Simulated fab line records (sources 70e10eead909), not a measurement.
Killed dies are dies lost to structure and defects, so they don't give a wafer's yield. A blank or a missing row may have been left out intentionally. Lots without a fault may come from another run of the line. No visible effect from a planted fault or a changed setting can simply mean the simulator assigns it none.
fab line records	flow nand_harc	part 1 of 2: steps 1 to 24 of 38
record: lots: 5	wafers: 15	last_day: 24
route steps=1159 shown A_CHANNEL_FILL_D1@505 A_STAIRCASE@519
lots that met no fault: from a run of the same line without faults
start_h: start of the lot's first displayed wafer, in hours after the record's first day	wait_h: time in hours since the lot's previous step	" unchanged from the row above	L1.1+2: one row covering several wafers at once	- no value, or no start given	* or withheld: withheld	< > ~ a bound
route shown NAME@n: NAME is a module with steps in the file, n the number in the route of the first one	usual: mean and standard deviation over wafers with no fault	same: alike in all rows	chamber/n: place in a boat	sites: per-site readings	_std_site: their standard deviation	_edge_site: inner sites' mean taken away from outer sites' mean	radius_mm: for every site, how far away it sits from the centre of the wafer	mask NAME#n: copy n	behind: the last tool/chamber to shape the wafer	hold: reason for holding the lot/hours on hold/outcome of the hold	device: names the non-switching transistor (n, p or np)	end of line: the route-end tests of the same wafers	step lacking rows: just its recipe	killed: dies that structure and defects cost at the first sort, which is not the same as the wafer's yield	map: per-die view of a wafer (x killed, . not killed, _ where there is no die)
set.NAME: the run value of the setting; set.NAME@STEP: its run value at that earlier step	model.NAME: the simulator's own value behind a step, which no gauge read
certain route steps with their lots: each step a table, each wafer a row
services: the hour from which a tool's chamber was out of use, counted from the record's first day as start_h (under 0 if before that day), plus the number of hours and why
== steps ==
step: NHARC_A_CHANNEL_FILL_D1_ANNEAL_22
recipe: temp_c: 620	time_s: 7200
usual: zone_power_upper_pct: 8.2/1
lot.wafer	tool	chamber	start_h	wait_h	zone_power_upper_pct
L076.1	furnace-03	0	228.20	3.3	7.3
L076.2	"	0	"	"	7.1
L076.3	"	0	"	"	7.4
L077.2	furnace-03	0	235.40	3.3	7.3
L077.3	"	0	"	"	7.5
L077.5	"	0	"	"	7.3
L080.2	furnace-04	0	263.90	3.3	8.6
L080.4	"	0	"	"	8.4
L080.6	"	0	"	"	8.6
L092.1	furnace-03	0	323.43	3.3	7.3
L092.2	"	0	"	"	7.4
L092.5	"	0	"	"	7.5
L094.3	furnace-03	0	334.34	3.3	7.4
L094.4	"	0	"	"	7.4
L094.6	"	0	"	"	7.4
step: NHARC_A_CHANNEL_FILL_D1_THK_MEAS_06
recipe: thk_meas_gauge: ellipsometry
usual: thk_nm: 4.9/0.96
lot.wafer	tool	chamber	start_h	wait_h	thk_nm
L076.1	film_metro-01	-	232.17	0.4	5.1
L076.2	"	-	"	"	6.2
L076.3	"	-	"	"	4.5
L077.2	film_metro-01	-	239.46	0.4	4.3
L077.3	"	-	"	"	5.6
L077.5	"	-	"	"	5.8
L080.2	film_metro-02	-	267.96	0.4	3.7
L080.4	"	-	"	"	5.0
L080.6	"	-	"	"	5.8
L092.1	film_metro-01	-	327.44	0.4	4.4
L092.2	"	-	"	"	5.1
L092.5	"	-	"	"	5.4
L094.3	film_metro-01	-	338.37	0.4	3.3
L094.4	"	-	"	"	3.4
L094.6	"	-	"	"	6.9
step: NHARC_A_CHANNEL_FILL_D1_ALD_25
recipe: target_thk_a: 600	pulse_time_s: 10	ald_cycles: 600	temp_c: 300	material: SiOx
usual: heater_power_w: 463/41	precursor_pulse_height_rel: 0.999/0.02
lot.wafer	tool	chamber	start_h	wait_h	heater_power_w	precursor_pulse_height_rel
L076.1	ald_hk-03	2	232.22	0.1	452	1.001
L076.3	"	3	"	"	479	0.990
L076.2	"	1	234.08	1.9	515	1.002
L077.2	ald_hk-01	2	240.55	1.1	511	1.020
L077.3	"	3	"	"	433	1.009
L077.5	"	3	243.64	4.2	425	1.034
L080.2	ald_hk-03	1	274.21	6.2	509	1.030
L080.4	"	0	276.05	8.1	440	1.000
L080.6	"	1	"	"	531	1.022
L092.1	ald_hk-04	2	328.73	1.3	448	0.992
L092.2	"	3	"	"	396	1.006
L092.5	"	1	330.58	3.1	505	0.985
L094.3	ald_hk-01	1	338.44	0.1	437	1.008
L094.4	"	0	340.26	1.9	459	0.971
L094.6	"	1	"	"	420	1.006
step: NHARC_A_CHANNEL_FILL_D1_ETCHBACK_08
recipe: target_depth_a: 2200	time_s: 110	c4f8_flow_sccm: 20	ar_flow_sccm: withheld	rf_w: 600	bias_w: 300	chemistry: C4F8
usual: oes_product_au: 0.96/0.038	rf_fwd_power_W: 596.4/1.9	rf_vpp_V: 440.7/2.8
lot.wafer	tool	chamber	start_h	wait_h	oes_product_au	rf_fwd_power_W	rf_hours_counter_h	rf_vpp_V
L076.3	rie_diel-06	1	-	-	0.94	596.3	4	439.7
L076.1	"	2	"	"	0.91	598.2	4	442.8
L076.2	"	3	"	"	0.92	595.2	4	443.7
L077.3	rie_diel-09	1	-	-	0.93	597.4	6	437.3
L077.2	"	2	"	"	0.92	597.7	7	438.1
L077.5	"	1	"	"	0.94	595.0	-	438.1
L080.2	rie_diel-09	2	-	-	1.02	596.5	0	438.9
L080.4	"	3	"	"	1.01	593.7	1	437.5
L080.6	"	1	"	"	1.03	600.8	-	434.9
L092.2	rie_diel-09	1	-	-	1.02	597.8	3	436.6
L092.1	"	2	"	"	1.01	597.2	3	436.5
L092.5	"	0	"	"	0.98	594.3	-	437.7
L094.4	rie_diel-09	3	-	-	0.93	595.3	3	438.5
L094.3	"	2	"	"	0.93	598.6	3	437.4
L094.6	"	3	"	"	0.94	596.2	-	439.9
step: NHARC_A_CHANNEL_FILL_D1_STRIP_29
recipe: time_s: 20	o2_flow_sccm: 500	ar_flow_sccm: 0	bias_w: 0	chemistry: O2
usual: drypump_motor_current_A: 5.8/0.37	mfc_ar_sccm: 0.007/0.011	oes_product_au: 1.005/0.015	rf_vpp_V: 57.7/0.91	showerhead_plenum_p_Torr: 3.51/0.15	throttle_valve_pct: 17.037/0.0088
lot.wafer	tool	chamber	start_h	wait_h	drypump_motor_current_A	mfc_ar_sccm	oes_product_au	rf_hours_counter_h	rf_vpp_V	showerhead_plenum_p_Torr	throttle_valve_pct
L076.1	rie_diel-06	0	-	-	5.8	0.010	0.995	4	58.3	3.64	17.037
L076.2	"	2	"	"	5.4	0	0.993	4	57.7	3.62	17.028
L076.3	"	3	"	"	6.1	0	0.996	4	58.0	3.75	17.036
L077.3	rie_diel-09	1	246.32	0.2	6.4	0	1.002	6	57.4	3.30	17.036
L077.2	"	3	"	"	5.8	0	1.003	7	56.7	3.44	17.048
L077.5	"	3	"	"	5.7	0	1.013	-	57.3	3.44	17.031
L080.4	rie_diel-09	2	-	-	5.5	0.032	1.014	1	58.1	3.33	17.036
L080.2	"	3	"	"	5.8	0	1.009	1	57.7	3.44	17.042
L080.6	"	2	"	"	5.5	0.032	1.024	-	57.6	3.33	17.045
L092.1	rie_diel-09	2	-	-	5.5	0.032	1.016	3	57.8	3.33	17.049
L092.2	"	3	"	"	5.8	0	1.007	2	56.9	3.44	17.054
L092.5	"	2	"	"	5.5	0.032	1.020	-	57.7	3.33	17.056
L094.4	rie_diel-09	2	-	-	5.5	0.032	1.014	3	57.6	3.33	17.017
L094.3	"	1	"	"	6.4	0	1.019	3	56.7	3.30	17.028
L094.6	"	2	"	"	5.5	0.032	1.016	-	56.6	3.33	17.032
step: NHARC_A_CHANNEL_FILL_D1_PRECLEAN_30
recipe: time_s: 30	chemistry: dHF
lot.wafer	tool	chamber	start_h	wait_h
L076.3+2+1	wet_bench-06	3,5,7	238.03	-
L077.2+5+3	wet_bench-06	4,5,1	246.42	-
L080.4+6+2	wet_bench-06	3,4,7	279.98	-
L092.5+1+2	wet_bench-06	4,7,1	333.30	-
L094.4+3+6	wet_bench-06	2,4,6	344.19	-
step: NHARC_A_CHANNEL_FILL_D1_SRD_31
lot.wafer	tool	chamber	start_h	wait_h
L076.3+2+1	wet_bench-06	3,5,7	238.06	0.0
L077.2+5+3	wet_bench-06	4,5,1	246.45	0.0
L080.4+6+2	wet_bench-06	3,4,7	280.01	0.0
L092.5+1+2	wet_bench-06	4,7,1	333.33	0.0
L094.4+3+6	wet_bench-06	2,4,6	344.21	0.0
step: NHARC_A_CHANNEL_FILL_D1_CVD_09
recipe: target_thk_a: 1500	temp_c: 620	pressure_mtorr: 200	time_s: 3000	material: poly-Si
usual: zone_power_upper_pct: 7.8/0.68
lot.wafer	tool	chamber	start_h	wait_h	zone_power_upper_pct
L076.1	lpcvd_poly-03	0	240.49	2.4	9.3
L076.2	"	0	"	"	9.1
L076.3	"	0	"	"	9.1
L077.2	lpcvd_poly-01	0	248.71	2.3	7.3
L077.3	"	0	"	"	7.3
L077.5	"	0	"	"	7.4
L080.2	lpcvd_poly-01	0	282.18	2.2	7.2
L080.4	"	0	"	"	7.3
L080.6	"	0	"	"	7.4
L092.1	lpcvd_poly-01	0	335.56	2.2	7.4
L092.2	"	0	"	"	7.3
L092.5	"	0	"	"	7.3
L094.3	lpcvd_poly-01	0	346.42	2.2	7.4
L094.4	"	0	"	"	7.3
L094.6	"	0	"	"	7.3
step: NHARC_A_CHANNEL_FILL_D1_CMP_10
recipe: target_thk_nm: 150
usual: motor_current_A: 12.4/1.4	time_to_endpoint_s: 14.6/2.9
lot.wafer	tool	chamber	start_h	wait_h	motor_current_A	time_to_endpoint_s
L076.2	cmp-04	0	243.71	0.4	13.3	18.4
L076.3	"	1	"	"	10.7	18.8
L076.1	"	2	"	"	12.2	14.4
L077.2	cmp-03	2	251.94	0.4	14.3	19.4
L077.3	"	0	"	"	11.9	18.2
L077.5	"	2	"	"	13.7	21.5
L080.2	cmp-03	3	285.37	0.4	12.0	13.3
L080.4	"	0	"	"	11.7	16.0
L080.6	"	3	"	"	11.6	13.0
L092.1	cmp-01	2	338.78	0.4	12.8	14.7
L092.2	"	3	"	"	12.4	16.9
L092.5	"	0	"	"	11.8	17.4
L094.3	cmp-03	2	349.58	0.4	13.6	15.6
L094.4	"	1	"	"	15.1	11.8
L094.6	"	2	"	"	13.8	16.5
step: NHARC_A_CHANNEL_FILL_D1_SRD_12
lot.wafer	tool	chamber	start_h	wait_h
L076.1+3+2	wet_bench-03	4,5,0	244.01	0.0
L077.2+3+5	wet_bench-07	6,7,0	252.21	0.0
L080.4+2+6	wet_bench-06	7,1,2	285.68	0.0
L092.1+2+5	wet_bench-06	5,6,0	339.03	0.0
L094.4+6+3	wet_bench-03	2,4,6	349.88	0.0
step: NHARC_A_CHANNEL_FILL_D1_RTA_24
recipe: temp_c: 1000	time_s: 5
usual: lamp_power_pct: 29.6/1.1	wafer_temp_C_max: 1004.1/1.4
lot.wafer	tool	chamber	start_h	wait_h	lamp_power_pct	wafer_temp_C_max
L076.1	rtp_anneal-02	0	244.14	0.0	30.9	1002.9
L076.2	"	0	"	"	30.9	1003.1
L076.3	"	0	"	"	30.9	1003.4
L077.2	rtp_anneal-01	0	252.36	0.1	28.7	1005.1
L077.3	"	0	"	"	28.7	1006.0
L077.5	"	0	"	"	28.7	1004.9
L080.2	rtp_anneal-01	0	285.82	0.1	28.7	1005.6
L080.4	"	0	"	"	28.7	1005.9
L080.6	"	0	"	"	28.7	1004.5
L092.1	rtp_anneal-01	0	339.30	0.2	28.7	1004.5
L092.2	"	0	"	"	28.7	1006.1
L092.5	"	0	"	"	28.7	1003.6
L094.3	rtp_anneal-01	0	350.05	0.1	28.6	1005.7
L094.4	"	0	"	"	28.7	1004.6
L094.6	"	0	"	"	28.7	1007.1
step: NHARC_A_CHANNEL_FILL_D1_INSPECT_13
usual: raw_defect_count: 284/110
lot.wafer	tool	chamber	start_h	wait_h	raw_defect_count
L076.1	defect_inspect-02	-	244.34	0.2	323
L076.2	"	-	"	"	262
L076.3	"	-	"	"	268
L077.2	defect_inspect-01	-	252.53	0.1	167
L077.3	"	-	"	"	281
L077.5	"	-	"	"	283
L080.2	defect_inspect-02	-	285.99	0.1	214
L080.4	"	-	"	"	248
L080.6	"	-	"	"	217
L092.1	defect_inspect-02	-	339.50	0.2	231
L092.2	"	-	"	"	214
L092.5	"	-	"	"	236
L094.3	defect_inspect-01	-	350.19	0.1	265
L094.4	"	-	"	"	205
L094.6	"	-	"	"	274
step: NHARC_A_STAIRCASE_DEP_156
recipe: target_thk_a: 500	temp_c: 400	target_thk_nm: 50	flow_sccm: 200	rf_w: 450	material: SiNx
usual: heater_power_w: 737/110	rf_fwd_power_W: 447.8/1.5
lot.wafer	tool	chamber	start_h	wait_h	heater_power_w	rf_fwd_power_W
L076.2	pecvd-04	2	244.61	0.3	645	446.5
L076.1	"	0	"	"	854	447.9
L076.3	"	1	"	"	801	449.8
L077.3	pecvd-03	2	252.62	0.1	715	447.4
L077.2	"	0	"	"	746	448.6
L077.5	"	1	"	"	683	448.4
L080.2	pecvd-03	1	286.11	0.1	690	449.3
L080.4	"	2	"	"	723	446.3
L080.6	"	0	"	"	735	446.0
L092.1	pecvd-01	1	339.56	0.1	631	448.3
L092.2	"	2	"	"	605	449.5
L092.5	"	1	"	"	638	446.2
L094.3	pecvd-01	1	350.29	0.1	712	447.4
L094.4	"	0	"	"	714	448.7
L094.6	"	2	"	"	660	445.6
step: NHARC_A_STAIRCASE_DEHYDRATE_158
recipe: temp_c: 150	time_s: 120
usual: plate_temp_C: 149.97/0.14
lot.wafer	tool	chamber	start_h	wait_h	plate_temp_C
L076.1	litho_track-05	0	244.88	0.2	149.90
L076.2	"	0	"	"	149.92
L076.3	"	0	"	"	149.91
L077.2	litho_track-03	0	252.87	0.2	150.08
L077.3	"	0	"	"	150.15
L077.5	"	0	"	"	149.65
L080.2	litho_track-05	0	286.33	0.2	150.24
L080.4	"	0	"	"	150.04
L080.6	"	0	"	"	149.86
L092.1	litho_track-03	0	339.84	0.2	149.92
L092.2	"	0	"	"	150.01
L092.5	"	0	"	"	150.02
L094.3	litho_track-03	0	350.53	0.2	149.96
L094.4	"	0	"	"	149.76
L094.6	"	0	"	"	149.75
step: NHARC_A_STAIRCASE_HMDS_159
recipe: time_s: 30
lot.wafer	tool	chamber	start_h	wait_h
L076.1+2+3	litho_track-05	0	-	-
L077.2+3+5	litho_track-03	0	-	-
L080.2+4+6	litho_track-05	0	-	-
L092.1+2+5	litho_track-03	0	-	-
L094.3+4+6	litho_track-03	0	-	-
step: NHARC_A_STAIRCASE_COAT_160
recipe: spin_rpm: 1200
lot.wafer	tool	chamber	start_h	wait_h
L076.1+2+3	litho_track-05	0	-	-
L077.2+3+5	litho_track-03	0	-	-
L080.2+4+6	litho_track-05	0	-	-
L092.1+2+5	litho_track-03	0	-	-
L094.3+4+6	litho_track-03	0	-	-
step: NHARC_A_STAIRCASE_SOFTBAKE_161
recipe: temp_c: 135	time_s: 170
usual: plate_temp_C: 135.01/0.14
lot.wafer	tool	chamber	start_h	wait_h	plate_temp_C
L076.1	litho_track-05	0	-	-	134.95
L076.2	"	0	"	"	135.20
L076.3	"	0	"	"	134.98
L077.2	litho_track-03	0	-	-	134.77
L077.3	"	0	"	"	134.98
L077.5	"	0	"	"	134.92
L080.2	litho_track-05	0	-	-	134.79
L080.4	"	0	"	"	134.98
L080.6	"	0	"	"	134.94
L092.1	litho_track-03	0	-	-	134.98
L092.2	"	0	"	"	135.04
L092.5	"	0	"	"	134.96
L094.3	litho_track-03	0	-	-	135.07
L094.4	"	0	"	"	135.09
L094.6	"	0	"	"	135.06
step: NHARC_A_STAIRCASE_EBR_162
lot.wafer	tool	chamber	start_h	wait_h
L076.1+2+3	litho_track-05	0	-	-
L077.2+3+5	litho_track-03	0	-	-
L080.2+4+6	litho_track-05	0	-	-
L092.1+2+5	litho_track-03	0	-	-
L094.3+4+6	litho_track-03	0	-	-
step: NHARC_A_STAIRCASE_EXPOSE_163
recipe: na: 0.5	dose_mj: 20.01	mask_id: STAIR_OPEN
lot.wafer	tool	chamber	start_h	wait_h	mask
L076.1+2+3	krf_scanner-04	0	245.21	-	STAIR_OPEN#0
L077.2+3+5	krf_scanner-04	0	253.08	-	STAIR_OPEN#0
L080.2+4+6	krf_scanner-02	0	286.82	-	STAIR_OPEN#0
L092.1+2+5	krf_scanner-04	0	340.04	-	STAIR_OPEN#0
L094.3+4+6	krf_scanner-02	0	350.75	-	STAIR_OPEN#0
step: NHARC_A_STAIRCASE_PEB_164
recipe: peb_temp_c: 115	peb_time_s: 130
usual: plate_temp_C: 115.00/0.16
lot.wafer	tool	chamber	start_h	wait_h	plate_temp_C
L076.1	litho_track-03	0	245.28	0.1	114.96
L076.2	"	0	"	"	114.80
L076.3	"	0	"	"	114.92
L077.2	litho_track-05	0	253.14	0.1	115.12
L077.3	"	0	"	"	114.91
L077.5	"	0	"	"	115.14
L080.2	litho_track-07	0	286.89	0.1	114.94
L080.4	"	0	"	"	115.08
L080.6	"	0	"	"	115.08
L092.1	litho_track-03	0	340.11	0.1	115.10
L092.2	"	0	"	"	114.99
L092.5	"	0	"	"	115.36
L094.3	litho_track-07	0	350.81	0.1	115.09
L094.4	"	0	"	"	114.96
L094.6	"	0	"	"	115.02
step: NHARC_A_STAIRCASE_DEVELOP_165
recipe: time_s: 140
lot.wafer	tool	chamber	start_h	wait_h
L076.1+2+3	litho_track-03	0	-	-
L077.2+3+5	litho_track-05	0	-	-
L080.2+4+6	litho_track-07	0	-	-
L092.1+2+5	litho_track-03	0	-	-
L094.3+4+6	litho_track-07	0	-	-
step: NHARC_A_STAIRCASE_HARDBAKE_167
recipe: temp_c: 120	time_s: 140
lot.wafer	tool	chamber	start_h	wait_h
L076.1+2+3	litho_track-05	0	245.50	-
L077.2+3+5	litho_track-03	0	253.36	-
L080.2+4+6	litho_track-05	0	287.11	-
L092.1+2+5	litho_track-03	0	340.33	-
L094.3+4+6	litho_track-05	0	351.03	-
step: NHARC_A_STAIRCASE_DESCUM_168
recipe: time_s: 3	o2_flow_sccm: 200	ar_flow_sccm: 0	bias_power_w: 0	chemistry: O2
usual: drypump_motor_current_A: 5.8/0.55	mfc_ar_sccm: 0.002/0.0033	oes_product_au: 0.995/0.01	rf_vpp_V: 57.9/0.83	showerhead_plenum_p_Torr: 1.95/0.092	throttle_valve_pct: 11.312/0.0095
lot.wafer	tool	chamber	start_h	wait_h	drypump_motor_current_A	mfc_ar_sccm	oes_product_au	rf_hours_counter_h	rf_vpp_V	showerhead_plenum_p_Torr	throttle_valve_pct
L076.3	rie_diel-05	1	245.60	-	5.3	0	0.985	25	57.9	2.07	11.325
L076.2	"	2	"	"	6.3	0	0.988	25	57.7	1.96	11.312
L076.1	"	3	"	"	6.3	0	0.999	21	58.7	1.87	11.322
L077.2	rie_diel-07	1	253.46	-	4.9	0	0.983	4	58.3	1.96	11.303
L077.3	"	2	"	"	6.6	0	1.007	3	58.3	1.89	11.304
L077.5	"	0	"	"	5.0	0	0.994	-	60.1	2.08	11.318
L080.4	rie_diel-05	1	287.27	-	5.2	0	0.978	45	57.6	2.06	11.311
L080.2	"	2	"	"	6.3	0	1.003	47	57.7	1.96	11.305
L080.6	"	1	"	"	5.2	0	0.986	-	59.0	2.06	11.301
L092.1	rie_diel-13	0	340.42	-	6.3	0.003	0.988	20	57.9	2.07	11.305
L092.2	"	1	"	"	5.9	0.008	0.997	20	58.6	1.79	11.300
L092.5	"	1	"	"	5.9	0.008	1.001	-	57.2	1.79	11.303
L094.4	rie_diel-07	1	351.13	-	4.9	0	0.972	44	58.2	1.94	11.312
L094.3	"	3	"	"	5.1	0	0.989	40	57.6	1.92	11.326
L094.6	"	1	"	"	4.9	0	0.973	-	57.0	1.94	11.317
step: NHARC_A_STAIRCASE_ETCH_169
recipe: target_depth_a: 500	time_s: 107.1	ion_energy_ev: 120	ch3f_flow_sccm: 50	o2_flow_sccm: 30	ar_flow_sccm: 200	rf_w: 500	bias_w: 100	chemistry: CH3F/O2
usual: ch3f_flow_sccm: 50.02/0.16	drypump_motor_current_A: 5.9/0.54	mfc_ar_sccm: 199.9/0.61	oes_product_au: 0.954/0.021	rf_fwd_power_W: 497.3/1.7	rf_vpp_V: 244.8/1.7	showerhead_plenum_p_Torr: 2.49/0.11	throttle_valve_pct: 20.665/0.0084
lot.wafer	tool	chamber	start_h	wait_h	ch3f_flow_sccm	drypump_motor_current_A	mfc_ar_sccm	oes_product_au	rf_fwd_power_W	rf_hours_counter_h	rf_vpp_V	showerhead_plenum_p_Torr	throttle_valve_pct
L076.2	rie_diel-05	3	246.15	0.5	49.97	6.3	199.4	0.927	498.6	21	244.3	2.41	20.658
L076.1	"	0	"	"	50.01	6.3	199.8	0.922	497.5	24	243.8	2.43	20.672
L076.3	"	1	"	"	49.84	5.3	199.3	0.914	496.2	25	247.8	2.65	20.665
L077.2	rie_diel-07	1	253.54	0.1	50.07	4.9	199.2	0.953	497.0	4	245.1	2.51	20.674
L077.3	"	2	"	"	49.92	6.6	199.9	0.991	495.3	3	243.8	2.43	20.647
L077.5	"	1	"	"	50.01	4.9	199.8	0.952	496.9	-	244.6	2.51	20.661
L080.4	rie_diel-05	1	287.39	0.1	49.77	5.3	199.6	0.939	496.9	45	246.6	2.64	20.669
L080.2	"	2	"	"	50.24	6.3	200.0	0.959	496.4	47	246.1	2.51	20.668
L080.6	"	0	"	"	49.80	6.3	201.6	0.955	500.0	-	243.9	2.42	20.657
L092.2	rie_diel-13	1	340.51	0.1	50.13	6.0	200.0	0.962	499.2	20	243.6	2.31	20.660
L092.1	"	2	"	"	50.28	5.9	199.0	0.974	497.0	20	246.8	2.63	20.669
L092.5	"	1	"	"	49.91	5.9	199.8	0.968	498.7	-	242.2	2.31	20.666
L094.3	rie_diel-07	1	351.21	0.1	50.11	4.9	200.4	0.942	495.4	44	245.4	2.50	20.674
L094.4	"	2	"	"	50.23	6.6	199.2	0.985	496.2	43	244.2	2.42	20.664
L094.6	"	1	"	"	50.06	4.9	200.2	0.936	493.7	-	245.1	2.50	20.662
